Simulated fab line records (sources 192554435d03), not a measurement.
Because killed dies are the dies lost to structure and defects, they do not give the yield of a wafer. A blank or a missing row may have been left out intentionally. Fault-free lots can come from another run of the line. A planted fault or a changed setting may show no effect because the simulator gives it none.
A struck lot beside a sound one	flow n5_finfet	42 steps out of a route of 1938
Sound: these wafers, L915.1, L915.4, L915.6. Wafers struck: L914.2, L914.5, L914.6. The cause is named last.
Per side, at each step with rows, come the tool, then ch with its chambers, and then its first start. Under that, the readings that differ: sound wafers	struck wafers	difference of the means	sigmas: that difference in standard deviations of wafers without a fault.
alike: words and numbers the same on both sides, and readings whose means are apart by under 2 such deviations; not compared: readings that were withheld, readings missing a value for some wafer, numbers with overlapping values and no deviation given by the record, and bounds like >300 which may hide the same value.
A row with sigmas, a row that says differs or no value, or rows on one side alone: a step with any of these is where the two part. Numbers that have no deviation but don't overlap get no sigmas and don't part them. Lack of a reading on every wafer of one side parts them only where that side has two or more wafers.

first, 12 steps without rows for these wafers: N5_SD_EPI_N_STRIP_36 (strips in N2/H2); N5_SD_EPI_N_ETCHBACK_44 (etches SiNx in CH3F/O2, stops on SiO2, target depth 14.5 nm); N5_SD_EPI_N_ETCH_45 (etches SiOCN in CH3F/O2, target depth 6 nm); N5_SD_EPI_N_ETCH_16 (etches SiO2 in CHF3/O2, target depth 5 nm); N5_SD_EPI_N_STRIP_47 (strips in CHF3/O2); N5_SD_EPI_N_SD_RECESS_17 (chemistry HBr/Cl2/O2, target depth 41 nm, time 23.7 s, bt time 3 s); N5_SD_EPI_N_STRIP_38 (strips in N2/H2); N5_SD_EPI_N_WET_ETCH_43 (etches SiO2 in dHF, time 14 s, target depth 1.5 nm); N5_SD_EPI_N_STRIP_18 (strips in SPM, time 750 s); N5_SD_EPI_N_SRD_20 (time 30 s); N5_SD_EPI_N_PRECLEAN_48 (cleans in NF3:NH3, afs cycles 2, time 20 s, sublimation time 60 s); N5_SD_EPI_N_VAPOR_ETCH_50 (etches Si in HCl, time 54 s).
N5_SD_EPI_N_EPI_21: deposits Si:P, time 690 s.
  sound on epi_rpcvd-03 ch 0, day 8 03:03; struck on epi_rpcvd-04 ch 0, day 7 21:04
  alike: lamp_inner_pct
then, 4 steps without rows for these wafers: N5_SD_EPI_N_PRECLEAN_24 (cleans in O3/DIW, time 60 s); N5_SD_EPI_N_SRD_25 (time 30 s); N5_SD_EPI_N_PRECLEAN_49 (cleans in NF3:NH3, afs cycles 1, time 20 s, sublimation time 60 s); N5_SD_EPI_N_LINER_46 (material SiNx, target thk 3 nm).
N5_SD_EPI_N_INSPECT_26: inspects for defects (darkfield).
  sound on defect_inspect-01 at day 8 05:56; struck on defect_inspect-02 at day 7 23:32
reading	sound	struck	difference	sigmas
raw_defect_count	185 205 209	914 826 911	+684	+18
then, 8 steps without rows for these wafers: N5_SD_EPI_P_COAT_34 (time 60 s, resist thk 350 nm); N5_SD_EPI_P_COAT_35 (time 60 s, resist thk 35 nm); N5_SD_EPI_P_COAT_03 (resist thk 150 nm); N5_SD_EPI_P_EBR_05; N5_SD_EPI_P_SOFTBAKE_04 (time 60 s); N5_SD_EPI_P_EXPOSE_06 (exposes mask SD P BLK, target cd 240 nm); N5_SD_EPI_P_PEB_07 (peb time 60 s); N5_SD_EPI_P_DEVELOP_08 (develop time 30 s).
N5_SD_EPI_P_INSPECT_11: inspects for defects (macro).
  sound on defect_inspect-02 at day 8 06:23; struck on defect_inspect-01 at day 8 00:00
reading	sound	struck	difference	sigmas
raw_defect_count	1 1 2	>300 >300 >300	differs	
then, 12 steps without rows for these wafers: N5_SD_EPI_P_DESCUM_14 (chemistry O2, time 7.9 s); N5_SD_EPI_P_ETCH_36 (etches SiARC in CF4, target depth 45.5 nm, time 75.8 s); N5_SD_EPI_P_ETCH_37 (etches SOC in N2/H2, overetch 108 nm, time 486 s); N5_SD_EPI_P_STRIP_38 (strips in N2/H2); N5_SD_EPI_P_ETCHBACK_46 (etches SiNx in CH3F/O2, stops on SiO2, target depth 17.5 nm); N5_SD_EPI_P_ETCH_47 (etches SiOCN in CH3F/O2, target depth 25 nm); N5_SD_EPI_P_ETCH_16 (etches SiO2 in CHF3/O2, target depth 5 nm); N5_SD_EPI_P_STRIP_50 (strips in CHF3/O2); N5_SD_EPI_P_SD_RECESS_17 (chemistry HBr/Cl2/O2, target depth 39.1 nm, bt time 3 s); N5_SD_EPI_P_WET_ETCH_45 (etches SiO2 in dHF, time 10.7 s, target depth 2 nm, rinse time 30 s); N5_SD_EPI_P_STRIP_40 (strips in N2/H2); N5_SD_EPI_P_PRECLEAN_52 (cleans in O3/DIW, time 60 s).
N5_SD_EPI_P_INSPECT_26: inspects for defects (darkfield).
  sound on defect_inspect-02 at day 8 10:59; struck on defect_inspect-01 at day 8 04:35
reading	sound	struck	difference	sigmas
raw_defect_count	166 172 140	859 781 886	+683	+19
-- the record jumps here: 4 days lie between the struck wafers' starts before and after (it left off in module SD_EPI_P and takes up again in module BEOL_M4, whose first step shown is number 1111 of the route) --
N5_BEOL_M4_RC_MEAS_101:
  sound on prober-01 ch 0, day 12 12:34; struck on prober-01 ch 0, day 12 09:49
  alike: DIBL_N, DIBL_P, IOFF_N, IOFF_P, ION_N, ION_P, SS_N, SS_P, VT_N, VT_P
-- here the record skips 4 days between the struck wafers' starts before and after, leaving off in module BEOL_M4 and picking up in module PASSIVATION (first step shown: number 1936 of the route) --
N5_PASSIVATION_PROBE_49:
  sound on prober-02 at day 16 19:20; struck on prober-01 at day 16 19:13
reading	sound	struck	difference	sigmas
defect_limited_yield (%)	92.8 90.9 92.7	85.3 84.7 86.2	-6.7	-4
killed_at_front_end	25 45 26	110 111 109	+78	+7
killed_dies	85 107 86	173 180 163	+79	+4
killed_on_rim	6 16 10	29 31 25	+18	+4
sort_bin_5_function (%)	4.1 5.2 4.9	9.2 9.7 7.7	+4.1	+4
sort_n_pass	1095 1073 1094	1007 1000 1017	-79	-4
sort_yield_pct (%)	92.8 90.9 92.7	85.3 84.7 86.2	-6.7	-4
  alike: killed_at_M0_to_M3, killed_at_M4_up, killed_at_contacts, killed_at_other, killed_open, killed_short, sort_bin_6_memory

## WHERE THEY PART
Last at N5_PASSIVATION_PROBE_49 as far as this record goes, first at N5_SD_EPI_N_INSPECT_26.

WHY: whatever the simulator had introduced
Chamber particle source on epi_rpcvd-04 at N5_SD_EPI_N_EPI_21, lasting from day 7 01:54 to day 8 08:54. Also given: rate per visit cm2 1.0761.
